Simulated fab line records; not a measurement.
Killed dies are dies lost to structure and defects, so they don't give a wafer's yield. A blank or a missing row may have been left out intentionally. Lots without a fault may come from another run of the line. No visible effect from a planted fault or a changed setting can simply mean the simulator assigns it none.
fab line records	flow nandHarc
record lots=6	wafers=18	lastDay=35
route steps=1302 shown P_GATE@203
lots that met no fault: from a run of the same line without faults
startH: hours from the record's opening day to when the first of the lot's shown wafers began	waitH: time in hours since the lot's previous step	" identical to the entry in the row above	L1.1+2: a single row standing in for several wafers	- either no value or no given start	* or withheld: withheld	< > ~ a bound
route shown NAME@n: names a module that has steps shown in the file, with the first one's number in the route	usual: average and standard deviation across the fault-free wafers	same: alike in all rows	chamber/n: place in a boat	sites: per-site readings	_std_site: their standard deviation	_edge_site: outer sites' mean less inner sites'	radiusMm: for every site, how far away it sits from the centre of the wafer	mask NAME#n: copy n	behind: the tool/chamber that last shaped the wafer	hold: reason for holding the lot/hours on hold/outcome of the hold	device: whichever transistor did not switch (one of n, p or np)	end of line: at the end of the route, the tests of the same wafers	step lacking rows: just its recipe	killed: count of dies lost to structure and defects at first sort (not the wafer's yield)	map: a wafer's dies, marking killed ones x, the rest . and places with no die _
set.NAME: setting as actually run; set.NAME@STEP: the setting as run at that earlier step	model.NAME: the simulator's own value behind a step, which no gauge read
certain route steps with their lots: each step a table, each wafer a row
services: a tool's chamber out of use, with start hour (startH, from the record's first day; less than 0 if before it), hours out, and reason
## steps
# step NHARC_P_GATE_IMPLANT_94
# recipe energyKev=60	doseCm2=2e+15	tiltDeg=7
# step NHARC_P_GATE_STRIP_113
# recipe powerW=1500	tempC=110	timeS=740	chemistry=N2/H2
# usual drypumpMotorCurrentA=5.82/0.28	heaterPowerW=90/6.4
lot.wafer	tool	chamber	startH	waitH	drypumpMotorCurrentA	heaterPowerW	rfHoursCounterH
L938.2	plasmaAsher-02	0	123.34	0.4	5.66	100	8
L938.6	"	0	"	"	5.63	97	-
L938.5	"	1	"	"	5.54	95	-
L955.2	plasmaAsher-02	0	296.92	0.2	5.66	89	7
L955.4	"	0	"	"	5.66	92	-
L955.3	"	1	"	"	5.50	90	-
L956.4	plasmaAsher-02	1	299.12	0.3	5.53	91	-
L956.3	"	0	"	"	5.66	91	-
L956.6	"	1	"	"	5.51	87	-
L957.4	plasmaAsher-02	1	310.38	0.3	5.51	90	-
L957.6	"	1	"	"	5.51	89	-
L957.5	"	0	"	"	5.67	90	-
L958.2	plasmaAsher-02	0	330.08	0.2	5.65	91	13
L958.4	"	1	"	"	5.52	92	-
L958.6	"	0	"	"	5.67	90	-
L960.1	plasmaAsher-02	0	341.56	0.3	5.65	93	16
L960.4	"	0	"	"	5.62	88	-
L960.5	"	1	"	"	5.51	91	-
# step NHARC_P_GATE_STRIP_95
# recipe powerW=1500	tempC=250	chemistry=O2
# usual drypumpMotorCurrentA=5.81/0.28	heaterPowerW=337/25
lot.wafer	tool	chamber	startH	waitH	drypumpMotorCurrentA	heaterPowerW	rfHoursCounterH
L938.2	plasmaAsher-02	0	124.06	0.6	5.66	378	9
L938.6	"	0	"	"	5.64	376	-
L938.5	"	1	"	"	5.50	350	-
L955.2	plasmaAsher-02	0	297.64	0.6	5.64	341	8
L955.4	"	0	"	"	5.62	342	-
L955.3	"	1	"	"	5.51	337	-
L956.4	plasmaAsher-02	1	299.61	0.4	5.51	343	-
L956.3	"	0	"	"	5.65	337	-
L956.6	"	1	"	"	5.50	342	-
L957.4	plasmaAsher-02	1	310.88	0.4	5.50	327	-
L957.6	"	1	"	"	5.50	341	-
L957.5	"	0	"	"	5.65	346	-
L958.2	plasmaAsher-02	0	330.80	0.6	5.64	341	14
L958.4	"	1	"	"	5.52	334	-
L958.6	"	0	"	"	5.61	341	-
L960.1	plasmaAsher-02	0	342.16	0.5	5.65	352	16
L960.4	"	0	"	"	5.64	343	-
L960.5	"	1	"	"	5.54	345	-
# step NHARC_P_GATE_STRIP_96
# recipe timeS=900	tempC=130	chemistry=SPM
# step NHARC_P_GATE_RTA_64
# recipe tempC=1050	timeS=1
# usual annealTempCMax=1055.7/1.7	lampPowerPct=32.3/0.59	wafer_temp_C_max=1054.9/1
lot.wafer	tool	chamber	startH	waitH	annealTempCMax	lampPowerPct	wafer_temp_C_max
L938.2	rtpAnneal-02	0	124.65	-	1054.9	31.8	1055.0
L938.5	"	0	"	"	1056.1	32.0	1054.4
L938.6	"	0	"	"	1056.3	31.8	1055.1
L955.2	rtpAnneal-01	0	298.27	-	1054.4	33.0	1053.5
L955.3	"	0	"	"	1055.5	33.0	1053.5
L955.4	"	0	"	"	1053.9	33.0	1053.3
L956.3	rtpAnneal-01	0	300.27	-	1054.4	33.0	1053.2
L956.4	"	0	"	"	1053.8	33.0	1055.2
L956.6	"	0	"	"	1053.1	33.1	1054.6
L957.4	rtpAnneal-01	0	311.51	-	1053.2	33.1	1055.8
L957.5	"	0	"	"	1056.2	33.0	1053.1
L957.6	"	0	"	"	1053.8	33.0	1052.3
L958.2	rtpAnneal-01	0	331.40	-	1053.7	33.1	1056.3
L958.4	"	0	"	"	1053.9	33.1	1054.0
L958.6	"	0	"	"	1055.0	33.1	1055.0
L960.1	rtpAnneal-02	0	342.71	-	1055.9	31.9	1057.6
L960.4	"	0	"	"	1056.9	31.9	1055.2
L960.5	"	0	"	"	1056.8	31.8	1054.7
# step NHARC_P_GATE_ETCH_77
# recipe targetDepthA=60	chemistry=dHF	material=SiO2
# step NHARC_P_GATE_DEGAS_109
# recipe tempC=300	timeS=60
# usual heaterPowerW=478/33
lot.wafer	tool	chamber	startH	waitH	heaterPowerW
L938.2	pvdSputter-01	-	124.93	0.1	513
L938.5	"	-	"	"	503
L938.6	"	-	"	"	443
L955.3	pvdSputter-02	-	298.56	0.1	433
L955.2	"	-	"	"	458
L955.4	"	-	"	"	481
L956.4	pvdSputter-01	-	300.52	0.1	517
L956.3	"	-	"	"	414
L956.6	"	-	"	"	533
L957.4	pvdSputter-02	-	311.77	0.1	447
L957.5	"	-	"	"	478
L957.6	"	-	"	"	448
L958.2	pvdSputter-02	-	331.70	0.1	449
L958.4	"	-	"	"	497
L958.6	"	-	"	"	448
L960.1	pvdSputter-02	-	343.02	0.1	441
L960.4	"	-	"	"	447
L960.5	"	-	"	"	507
# step NHARC_P_GATE_PRE_CLEAN_110
# recipe timeS=30	biasV=200	gas=Ar
# step NHARC_P_GATE_SPUTTER_78
# recipe targetThkA=100	material=Ni
# step NHARC_P_GATE_SPUTTER_79
# recipe targetThkA=100	material=TiN
# step NHARC_P_GATE_RTA_80
# recipe tempC=300	timeS=30
# usual annealTempCMax=301.6/0.56	wafer_temp_C_max=301.5/0.35
# same timeS=30
lot.wafer	tool	chamber	startH	waitH	annealTempCMax	wafer_temp_C_max
L938.2	rtpAnneal-02	0	125.25	-	301.7	301.8
L938.5	"	0	"	"	301.8	300.9
L938.6	"	0	"	"	302.0	301.7
L955.2	rtpAnneal-02	0	298.88	-	301.7	301.7
L955.3	"	0	"	"	301.3	301.6
L955.4	"	0	"	"	302.1	301.6
L956.3	rtpAnneal-02	0	300.87	-	302.3	301.5
L956.4	"	0	"	"	302.3	300.9
L956.6	"	0	"	"	302.2	301.5
L957.4	rtpAnneal-02	0	312.14	-	301.8	301.6
L957.5	"	0	"	"	301.6	302.2
L957.6	"	0	"	"	301.5	301.3
L958.2	rtpAnneal-02	0	332.03	-	302.6	301.5
L958.4	"	0	"	"	301.6	301.8
L958.6	"	0	"	"	302.4	301.7
L960.1	rtpAnneal-01	0	343.31	-	301.1	300.7
L960.4	"	0	"	"	301.0	300.9
L960.5	"	0	"	"	301.0	301.0
# step NHARC_P_GATE_STRIP_67
# recipe timeS=600	tempC=130	chemistry=SPM
# step NHARC_P_GATE_RTA_82
# recipe tempC=450	timeS=30
# usual annealTempCMax=452.3/0.78	lampPowerPct=3.81/0.069	wafer_temp_C_max=452.0/0.42
lot.wafer	tool	chamber	startH	waitH	annealTempCMax	lampPowerPct	wafer_temp_C_max
L938.2	rtpAnneal-01	0	125.70	-	451.5	3.87	451.7
L938.5	"	0	"	"	452.1	3.87	451.9
L938.6	"	0	"	"	451.4	3.87	451.9
L955.2	rtpAnneal-01	-	299.33	-	-	-	-
L955.3	"	-	"	"	-	-	-
L955.4	"	-	"	"	-	-	-
L956.3	rtpAnneal-01	-	301.38	-	-	-	-
L956.4	"	-	"	"	-	-	-
L956.6	"	-	"	"	-	-	-
L957.4	rtpAnneal-01	0	312.61	-	451.5	3.88	452.2
L957.5	"	0	"	"	452.5	3.87	452.0
L957.6	"	0	"	"	451.6	3.87	452.0
L958.2	rtpAnneal-01	0	332.49	-	451.4	3.87	451.7
L958.4	"	0	"	"	451.9	3.87	451.9
L958.6	"	0	"	"	452.1	3.87	451.1
L960.1	rtpAnneal-02	0	343.82	-	452.3	3.73	452.2
L960.4	"	0	"	"	452.8	3.73	452.4
L960.5	"	0	"	"	452.8	3.73	452.2
# step NHARC_P_GATE_INSPECT_68
# usual rawDefectCount=205/85
lot.wafer	tool	chamber	startH	waitH	rawDefectCount
L938.2	defectInspect-02	-	125.87	0.1	149
L938.5	"	-	"	"	145
L938.6	"	-	"	"	239
L955.2	defectInspect-01	-	299.50	0.1	227
L955.3	"	-	"	"	206
L955.4	"	-	"	"	134
L956.3	defectInspect-02	-	301.52	0.1	177
L956.4	"	-	"	"	131
L956.6	"	-	"	"	200
L957.4	defectInspect-02	-	312.72	0.1	194
L957.5	"	-	"	"	148
L957.6	"	-	"	"	138
L958.2	defectInspect-02	-	332.66	0.1	223
L958.4	"	-	"	"	404
L958.6	"	-	"	"	188
L960.1	defectInspect-02	-	344.02	0.2	151
L960.4	"	-	"	"	175
L960.5	"	-	"	"	131
## services
tool	chamber	startH	hours	kind
pvdSputter-02	-	104.02	10.0	pm
pvdSputter-01	-	108.80	9.2	repair
pvdSputter-01	-	134.35	22.0	repair
pvdSputter-01	-	160.34	2.3	repair
pvdSputter-02	-	181.72	0.8	repair
rtpAnneal-02	-	217.08	1.5	repair
pvdSputter-01	-	226.00	10.0	pm
plasmaAsher-02	-	249.14	9.0	pm
plasmaAsher-02	0	249.14	9.0	ventCycle
plasmaAsher-02	1	249.14	9.0	ventCycle
plasmaAsher-02	0	258.14	-	clean
plasmaAsher-02	1	258.14	-	clean
pvdSputter-02	-	282.02	10.0	pm
## key
firstSign step=NHARC_P_GATE_RTA_82	reading=toolRecord	direction=missing
effect none on later readings
metAt NHARC_P_GATE_RTA_82
struckWafers L955.2,L955.3,L955.4,L956.3,L956.4,L956.6
laterRowsLeftOut L955.2,L955.3,L955.4,L956.3,L956.4,L956.6
sortLeftOut L955.2,L955.3,L955.4,L956.3,L956.4,L956.6
testerLeftOut L955,L956
onsetBetween 125.70 299.33
fault kind=skippedStepWhole	tool=rtpAnneal-01	chamber=-	onsetH=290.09	steps=NHARC_P_GATE_RTA_82	scope=struckLotsOnly
# testerLeftOut: of these lots the tester's yield and bins aren't shown, on N5 and GAA mostly nor the transistor test; their killed dies are dies lost to structure and defects alone, not to doping, threshold or leakage, so they don't give the yield
# sortLeftOut: the simulated sort isn't trusted on such a fault, so these wafers' sort isn't shown, and their yield isn't known
# laterRowsLeftOut: the simulator's readings of these wafers behind a module that went badly wrong aren't trusted and aren't shown, but for the sort
